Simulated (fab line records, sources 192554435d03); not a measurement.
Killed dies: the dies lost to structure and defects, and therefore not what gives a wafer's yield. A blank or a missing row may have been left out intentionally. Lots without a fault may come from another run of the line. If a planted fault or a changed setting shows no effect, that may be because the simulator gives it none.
Matching of chambers ; flow n5_finfet ; N5_BEOL_M11_ETCH_62 on rie_diel-01: 4 sister chambers
The step etches SOC in N2/H2, target depth 110 nm, overetch 22 nm, time 165 s. 4 wafers are shown with their chamber, then 9 later ones without.

## EACH WAFER AND ITS CHAMBER
wafer;chamber;showerhead_plenum_p_Torr (Torr)
L085.1;1;2.40
L090.1;2;2.45
L090.2;3;2.55
L090.6;0;2.68

## WAFERS MISSING THEIR CHAMBER
wafer;showerhead_plenum_p_Torr (Torr)
L092.2;2.44
L092.4;2.55
L092.6;2.44
L095.1;2.39
L095.2;2.44
L095.4;2.55
L097.1;2.55
L097.4;2.44
L097.5;2.68

## CHAMBER TAKEN BY EACH
wafer;from the rows above;in truth
L092.2;2;2
L092.4;3;3
L092.6;2;2
L095.1;1;1
L095.2;2;2
L095.4;3;3
L097.1;3;3
L097.4;2;2
L097.5;0;0
Placed correctly: 9 of 9. From these rows, 0 cannot be placed. Placed wrongly: 0.
How it was worked out, from the rows above alone: a wafer's distance from a chamber is the root of the sum, over the readings, of the square of ((its reading less the chamber's mean) divided by the reading's scatter). If the next closest chamber is less than 2 further off than the closest, the wafer can't be placed; otherwise it belongs to the closest. For every chamber, the mean is computed from those of its wafers that are shown. The scatter (one wafer shown for each chamber): square how far every hidden wafer sits from the nearest shown wafer, average those squares and take the square root.
